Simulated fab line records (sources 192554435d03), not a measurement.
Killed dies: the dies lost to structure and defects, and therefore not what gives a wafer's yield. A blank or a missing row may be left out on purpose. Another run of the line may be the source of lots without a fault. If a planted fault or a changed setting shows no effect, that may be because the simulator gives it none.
fab line records    flow n5_finfet
[record] lots = 9  wafers = 27  last_day = 19
route steps=1938 shown BEOL_M0@718 BEOL_M4@1111
lots that met no fault: from a run of the same line without faults
start_h: hours from the record's opening day to when the first of the lot's shown wafers began    wait_h: how many hours have passed since the lot's step before this one    " repeats the value in the row above    L1.1+2: a row that stands for several wafers    - value missing, or start not given    * or withheld: withheld    < > ~ a bound
route shown NAME@n: names a module that has steps shown in the file, with the first one's number in the route    usual: mean/standard deviation of fault-free wafers    same: alike in all rows    chamber/n: place in a boat    sites: per-site readings    _std_site: standard deviation across them    _edge_site: outer sites' mean less inner sites'    radius_mm: how far each site lies from the wafer's centre    mask NAME#n: copy n    behind: the tool/chamber that last shaped the wafer    hold: cause of the lot's hold/its duration in hours/its outcome    device: whichever transistor did not switch (one of n, p or np)    end of line: the tests these same wafers got at the end of their route    for a step that has no rows: nothing shown but its recipe    killed: dies that structure and defects cost at the first sort, which is not the same as the wafer's yield    map: the dies of a wafer, with x for killed, . for not killed, _ for no die there
set.NAME: the run value of the setting; set.NAME@STEP: its run value at that earlier step    model.NAME: the simulator's own value behind a step, which no gauge read
route steps across a sampled set of lots; one table per step, one row per wafer
services: a tool's chamber out of use, with start hour (start_h, from the record's first day; less than 0 if before it), hours out, and reason
[[steps]]
[step N5_BEOL_M0_STRIP_104]
[recipe] chemistry = N2/H2  power_w = 450  temp_c = 40  pressure_mtorr = 20  rf_frequency_hz = 6e+07  overash_fraction = 0.3  bias_power_w = 7  h2_frac = 0.5  n2_flow_sccm = 200  h2_flow_sccm = 200
[usual] drypump_motor_current_A = 5.6/0.31  oes_product_au = 0.78/0.077  rf_vpp_V = 59.3/1.6  showerhead_plenum_p_Torr = 2.57/0.073  throttle_valve_pct = 23.7/0.37
lot.wafer  tool         chamber  start_h  wait_h  drypump_motor_current_A  oes_product_au  rf_hours_counter_h  rf_vpp_V  showerhead_plenum_p_Torr  throttle_valve_pct
L616.1     rie_diel-01  0        142.83   0.0     5.8                      0.86            45                  60.9      2.71                      23.4
L616.2     "            2        "        "       5.7                      0.71            218                 59.8      2.63                      24.4
L616.4     "            1        "        "       5.5                      0.75            162                 57.2      2.65                      23.8
L617.1     rie_diel-01  1        146.27   0.0     5.5                      0.76            164                 58.2      2.65                      23.8
L617.4     "            0        "        "       5.7                      0.89            46                  59.3      2.71                      23.4
L617.6     "            0        "        "       5.7                      0.88            -                   58.6      2.71                      23.4
L622.1     rie_diel-01  1        179.04   0.0     5.5                      0.78            175                 60.3      2.65                      23.8
L622.3     "            3        "        "       5.5                      0.90            39                  61.9      2.49                      23.5
L622.5     "            2        "        "       5.7                      0.68            -                   60.2      2.62                      24.4
L627.1     rie_diel-01  2        200.86   0.0     5.7                      0.68            239                 61.4      2.62                      24.4
L627.4     "            2        "        "       5.7                      0.68            -                   59.2      2.62                      24.4
L627.6     "            3        "        "       5.5                      0.87            -                   58.3      2.48                      23.6
L628.1     rie_diel-01  2        210.81   0.0     5.7                      0.69            242                 60.0      2.62                      24.4
L628.5     "            2        "        "       5.7                      0.67            -                   59.0      2.62                      24.4
L628.6     "            3        "        "       5.5                      0.87            -                   62.0      2.48                      23.6
L629.1     rie_diel-01  2        214.16   0.0     5.7                      0.67            243                 59.1      2.62                      24.4
L629.2     "            1        "        "       5.5                      0.73            187                 56.6      2.64                      23.8
L629.4     "            0        "        "       5.7                      0.84            69                  58.8      2.70                      23.4
L614.2     rie_diel-03  1        237.43   0.0     5.7                      0.76            139                 58.6      2.53                      23.4
L614.3     "            3        "        "       5.2                      0.73            185                 60.6      2.54                      23.9
L614.5     "            2        "        "       6.3                      0.70            -                   60.6      2.49                      23.3
L633.1     rie_diel-01  0        247.68   0.0     5.7                      0.82            86                  59.5      2.69                      23.5
L633.3     "            3        "        "       5.6                      0.85            69                  57.5      2.47                      23.6
L633.6     "            0        "        "       5.8                      0.81            -                   59.8      2.69                      23.5
L634.1     rie_diel-01  3        263.59   0.0     5.5                      0.84            75                  59.1      2.47                      23.6
L634.3     "            2        "        "       5.7                      0.98            1                   59.7      2.61                      23.9
L634.4     "            0        "        "       5.8                      0.82            92                  58.7      2.69                      23.4
[step N5_BEOL_M0_ETCH_109]
[recipe] chemistry = CH3F/O2  target_depth_a = 80  overetch_a = 24  target = SiCN  time_s = 27.4  ion_energy_ev = 120  pressure_mtorr = 30  source_w = 395  bias_w = 75  Ar_flow_sccm = 150  CH3F_flow_sccm = 30  O2_flow_sccm = 20
[usual] CH3F_flow_sccm = 30.01/0.084  drypump_motor_current_A = 5.6/0.35  oes_product_au = 0.66/0.055  rf_vpp_V = 297.9/1.2  showerhead_plenum_p_Torr = 2.02/0.047  throttle_valve_pct = 16.39/0.28
lot.wafer  tool         chamber  start_h  wait_h  CH3F_flow_sccm  drypump_motor_current_A  oes_product_au  rf_hours_counter_h  rf_vpp_V  showerhead_plenum_p_Torr  throttle_valve_pct
L616.1     rie_diel-06  0        143.21   0.0     29.98           5.9                      0.72            62                  296.5     1.93                      16.00
L616.2     "            3        "        "       29.80           5.1                      0.62            167                 297.1     2.10                      16.78
L616.4     "            1        "        "       29.94           5.6                      0.63            215                 299.1     2.05                      16.67
L617.1     rie_diel-01  2        147.33   0.0     30.05           5.7                      0.59            220                 298.1     2.06                      16.68
L617.4     "            0        "        "       30.06           5.7                      0.75            47                  299.8     2.11                      15.86
L617.6     "            3        "        "       30.13           5.5                      0.78            -                   298.0     1.97                      15.97
L622.1     rie_diel-03  3        179.46   0.0     30.11           5.1                      0.63            163                 297.5     2.00                      16.37
L622.3     "            2        "        "       30.03           6.3                      0.61            204                 296.2     1.98                      16.41
L622.5     "            0        "        "       30.01           5.3                      0.59            -                   297.9     2.07                      16.89
L627.1     rie_diel-06  1        201.41   0.0     30.10           5.7                      0.60            235                 298.4     2.04                      16.72
L627.4     "            0        "        "       30.02           5.9                      0.71            82                  296.0     1.93                      16.03
L627.6     "            0        "        "       30.06           5.9                      0.71            -                   295.3     1.93                      16.05
L628.1     rie_diel-01  0        211.56   0.0     30.21           5.7                      0.71            68                  299.6     2.10                      15.90
L628.5     "            0        "        "       30.15           5.7                      0.72            -                   299.2     2.10                      15.89
L628.6     "            1        "        "       30.03           5.5                      0.64            -                   299.5     2.07                      16.48
L629.1     rie_diel-01  2        215.44   0.5     30.08           5.7                      0.59            243                 298.2     2.05                      16.72
L629.2     "            1        "        "       30.01           5.5                      0.64            187                 298.9     2.07                      16.47
L629.4     "            3        "        "       30.08           5.5                      0.74            53                  296.4     1.96                      16.00
L614.2     rie_diel-03  0        237.96   0.2     30.05           5.3                      0.77            13                  298.3     2.06                      16.43
L614.3     "            3        "        "       29.88           5.1                      0.62            185                 295.5     1.99                      16.39
L614.5     "            1        "        "       29.98           5.8                      0.65            -                   296.3     2.00                      16.22
L633.1     rie_diel-06  2        248.56   0.5     29.89           5.5                      0.68            98                  296.4     2.01                      16.33
L633.3     "            0        "        "       29.94           5.9                      0.69            94                  295.4     1.92                      16.07
L633.6     "            2        "        "       30.09           5.5                      0.69            -                   298.7     2.01                      16.32
L634.1     rie_diel-03  1        264.00   0.0     30.05           5.8                      0.64            148                 297.8     2.00                      16.26
L634.3     "            0        "        "       29.91           5.3                      0.74            23                  296.8     2.06                      16.45
L634.4     "            0        "        "       30.00           5.3                      0.76            -                   298.5     2.06                      16.43
[step N5_BEOL_M0_ALD_136]
[recipe] material = TaN  target_thk_a = *  temp_c = 275  ald_precursor_family = PDMAT  ald_co_reactant = NH3  pressure_torr = 3  carrier_flow_sccm = 1500  pulse_time_s = 2  purge_time_s = 3  co_reactant_purge_time_s = 2  co_reactant_pulse_time_s = 3  ald_cycles = 30  precursor_vessel_temp_c = 75  precursor_vessel_pressure_torr = 26.25  precursor_vessel_carrier_sccm = 1000
[usual] heater_power_w = 415/43
[same] co_reactant_purge_time_s = 2
lot.wafer  tool          chamber  start_h  wait_h  heater_power_w
L616.1     ald_metal-03  3        143.48   0.0     403
L616.2     "             0        "        "       386
L616.4     "             1        "        "       454
L617.1     ald_metal-01  2        149.32   0.0     404
L617.4     "             3        "        "       404
L617.6     "             0        "        "       467
L622.1     ald_metal-02  0        179.83   0.0     471
L622.3     "             2        "        "       398
L622.5     "             1        "        "       397
L627.1     ald_metal-02  0        202.53   0.0     475
L627.4     "             2        "        "       408
L627.6     "             2        "        "       402
L628.1     ald_metal-03  1        211.92   0.1     462
L628.5     "             2        "        "       439
L628.6     "             1        "        "       460
L629.1     ald_metal-03  0        216.52   0.0     396
L629.2     "             2        "        "       434
L629.4     "             1        "        "       453
L614.2     ald_metal-01  1        240.23   0.1     398
L614.3     "             0        "        "       455
L614.5     "             3        "        "       414
L633.1     ald_metal-01  0        249.04   0.0     442
L633.3     "             1        "        "       419
L633.6     "             1        "        "       407
L634.1     ald_metal-03  2        264.36   0.0     446
L634.3     "             0        "        "       391
L634.4     "             3        "        "       403
[step N5_BEOL_M0_CVD_115]
[recipe] material = Co  target_thk_a = *  temp_c = withheld  precursor = CCTBA/H2  pressure_torr = 30  time_s = 120
[usual] run_length_s = 143.2/0.62
lot.wafer  tool       chamber  start_h  wait_h  run_length_s
L616.1     cvd_co-02  2        143.78   0.0     143.6
L616.2     "          1        "        "       142.6
L616.4     "          1        "        "       142.6
L617.1     cvd_co-02  1        149.81   0.1     142.2
L617.4     "          0        "        "       143.5
L617.6     "          1        "        "       142.3
L622.1     cvd_co-01  1        180.26   0.1     142.3
L622.3     "          0        "        "       143.1
L622.5     "          0        "        "       143.4
L627.1     cvd_co-02  2        202.95   0.1     144.4
L627.4     "          0        "        "       143.5
L627.6     "          2        "        "       143.6
L628.1     cvd_co-02  0        212.35   0.0     216.3
L628.5     "          2        "        "       143.9
L628.6     "          0        "        "       216.7
L629.1     cvd_co-02  1        217.00   0.1     215.4
L629.2     "          0        "        "       143.9
L629.4     "          2        "        "       144.2
L614.2     cvd_co-01  2        240.61   0.1     142.6
L614.3     "          0        "        "       143.0
L614.5     "          1        "        "       142.6
L633.1     cvd_co-01  1        249.39   0.1     143.2
L633.3     "          0        "        "       143.1
L633.6     "          1        "        "       142.4
L634.1     cvd_co-01  0        264.71   0.0     143.2
L634.3     "          2        "        "       143.3
L634.4     "          2        "        "       143.2
[step N5_BEOL_M4_RC_MEAS_101]
[usual] DIBL_N = 36.1/1.6  DIBL_P = 35.7/1.8  IOFF_N = 0.159/0.027  IOFF_P = 0.21/0.03  ION_N = 673/10  ION_P = 462/7.4  SS_N = 71.4/0.56  SS_P = 73.2/0.61  VT_N = 249.7/3  VT_P = -250/3.1
lot.wafer  tool       chamber  start_h  wait_h  DIBL_N[mV/V]  DIBL_P[mV/V]  IOFF_N[nA/um]  IOFF_P[nA/um]  ION_N[uA/um]  ION_P[uA/um]  SS_N[mV/dec]  SS_P[mV/dec]  VT_N[mV]  VT_P[mV]
L616.1     prober-02  0        185.16   0.0     37.9          37.4          0.156          0.19           664           448           71.6          73.6          252.5     -253
L616.2     "          0        "        "       36.6          35.8          0.136          0.18           662           451           71.7          73.1          253.1     -254
L616.4     "          0        "        "       39.2          38.7          0.189          0.24           678           458           72.0          73.8          248.9     -251
L617.1     prober-02  0        191.87   0.0     36.4          34.9          0.162          0.20           671           463           71.4          72.7          250.1     -250
L617.4     "          0        "        "       37.0          35.9          0.170          0.22           678           467           71.6          73.7          246.8     -248
L617.6     "          0        "        "       36.4          35.9          0.167          0.23           676           469           71.2          73.8          247.0     -247
L622.1     prober-02  0        227.29   0.0     37.7          36.6          0.169          0.22           674           460           71.1          73.6          249.1     -251
L622.3     "          0        "        "       37.4          37.4          0.162          0.24           676           470           71.4          72.9          249.4     -247
L622.5     "          0        "        "       36.4          35.7          0.149          0.21           675           462           71.5          73.1          248.8     -248
L627.1     prober-01  0        255.28   0.0     39.8          39.4          0.213          0.26           686           463           72.4          75.0          248.3     -249
L627.4     "          0        "        "       38.1          36.4          0.185          0.20           687           461           71.5          73.2          247.3     -253
L627.6     "          0        "        "       38.0          36.1          0.174          0.19           683           456           71.9          73.5          248.9     -253
L628.1     prober-02  0        255.59   0.0     36.1          36.2          0.161          0.22           682           473           72.0          72.8          248.9     -245
L628.5     "          0        "        "       35.4          35.9          0.151          0.22           681           466           71.7          73.7          250.4     -246
L628.6     "          0        "        "       37.2          38.5          0.198          0.26           694           471           71.3          72.9          244.0     -246
L629.1     prober-02  0        276.55   0.0     35.1          36.0          0.152          0.20           684           468           71.3          72.8          249.8     -252
L629.2     "          0        "        "       38.1          38.5          0.243          0.25           688           466           72.3          73.2          242.1     -249
L629.4     "          0        "        "       35.5          36.5          0.172          0.20           685           461           72.0          72.8          246.1     -249
L614.2     prober-02  0        307.72   0.2     35.2          36.1          0.172          0.23           691           479           71.9          73.7          247.3     -247
L614.3     "          0        "        "       34.6          35.4          0.143          0.23           664           471           71.3          73.3          251.2     -246
L614.5     "          0        "        "       35.8          36.3          0.170          0.24           680           468           71.6          74.1          250.4     -246
L633.1     prober-01  0        309.25   0.0     37.1          36.8          0.195          0.23           678           461           71.9          72.9          247.2     -250
L633.3     "          0        "        "       35.3          34.9          0.147          0.19           672           457           71.5          72.3          251.9     -253
L633.6     "          0        "        "       36.2          36.0          0.178          0.22           677           463           72.2          72.4          249.4     -250
L634.1     prober-01  0        341.71   0.0     35.2          34.8          0.156          0.22           662           460           71.1          73.1          247.2     -244
L634.3     "          0        "        "       34.7          33.7          0.139          0.20           670           468           70.9          72.1          251.6     -245
L634.4     "          0        "        "       36.7          36.9          0.201          0.26           694           482           71.0          73.1          243.3     -242
[[services]]
tool          chamber  start_h  hours  kind
rie_diel-06   2        144.85   12.2   repair
rie_diel-03   0        170.10   5.9    repair
ald_metal-02  3        182.24   6.9    repair
rie_diel-03   0        190.51   -      clean
rie_diel-03   0        190.51   -      consumable_replace:focus_ring
rie_diel-03   0        190.51   12.7   scheduled_down
rie_diel-03   0        190.51   12.7   vent_cycle
rie_diel-01   0        198.22   3.0    repair
ald_metal-01  0        198.69   3.0    repair
ald_metal-02  -        203.27   8.7    pm
cvd_co-01     1        209.51   7.7    repair
ald_metal-01  2        219.25   23.0   repair
cvd_co-01     -        228.38   6.9    pm
rie_diel-06   -        232.17   14.6   pm
rie_diel-01   2        232.53   -      clean
rie_diel-01   2        232.53   -      consumable_replace:focus_ring
rie_diel-01   2        232.53   27.3   scheduled_down
rie_diel-01   2        232.53   27.3   vent_cycle
cvd_co-01     -        253.77   3.2    repair
cvd_co-02     -        259.45   4.3    pm
rie_diel-03   2        263.59   3.8    repair
[[key]]
[first_sign] step = N5_BEOL_M0_CVD_115  reading = run_length_s  direction = up  sigmas = 99+  usual = *  struck = *
effect none on later readings
met_at N5_BEOL_M0_CVD_115
struck_lots L628,L629
struck_wafers L628.1,L628.6,L629.1
not_acting_at N5_BEOL_M0_STRIP_104,N5_BEOL_M0_ETCH_109,N5_BEOL_M0_ALD_136
onset_between 202.95 212.35
[fault] kind = process_parameter_drift  tool = cvd_co-02  chamber = -  onset_h = 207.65  steps = N5_BEOL_M0_CVD_115  channel = time_s  offset = *  shape = step  end_h = 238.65  scope = struck_wafers_only  acts_in = *  stated = *
